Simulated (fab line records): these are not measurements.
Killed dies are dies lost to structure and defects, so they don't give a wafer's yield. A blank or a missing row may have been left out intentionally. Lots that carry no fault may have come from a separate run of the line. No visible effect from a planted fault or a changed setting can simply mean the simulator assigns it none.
Matching of chambers ; flow n5-finfet ; N5_DUMMY_GATE_STRIP_48 on rie-diel-02 has 4 sister chambers
The step strips in N2/H2, time 20 s. 8 wafers are shown with their chamber, then 7 later ones without.

WAFERS, EACH WITH ITS CHAMBER
wafer;chamber;showerhead-plenum-p-Torr (Torr);oes-product-au (a.u.)
L078.2;0;3.59;0.92
L087.2;1;3.26;0.79
L087.6;3;3.39;0.79
L088.1;0;3.58;0.89
L088.3;2;3.24;0.76
L088.5;2;3.24;0.76
L090.2;3;3.38;0.78
L090.3;1;3.25;0.78

WAFERS WITH NO CHAMBER GIVEN
wafer;showerhead-plenum-p-Torr (Torr);oes-product-au (a.u.)
L090.4;3.58;0.89
L091.2;3.58;0.88
L091.3;3.38;0.78
L091.5;3.25;0.78
L092.2;3.25;0.78
L092.4;3.38;0.78
L092.6;3.25;0.78

EACH ONE'S CHAMBER
wafer;from the rows above;in truth
L090.4;0;0
L091.2;0;0
L091.3;3;3
L091.5;can't be placed: 1 or 2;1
L092.2;can't be placed: 1 or 2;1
L092.4;3;3
L092.6;can't be placed: 1 or 2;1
Placed correctly: 4 of 7. Can't be placed from these rows: 3 (the true chamber is among the candidates in 3). 0 placed wrongly.
How it was worked out, from the rows above alone: a wafer's distance from a chamber is the root of the sum, over the readings, of the square of ((its reading less the chamber's mean) divided by the reading's scatter). The wafer belongs to the nearest chamber; if the next one is less than 2 further off, it can't be placed. For every chamber, the mean is computed from those of its wafers that are shown. The scatter is the square root of a quotient: the sum, over the shown wafers, of each reading's squared deviation from its chamber's mean, divided by wafers minus chambers.
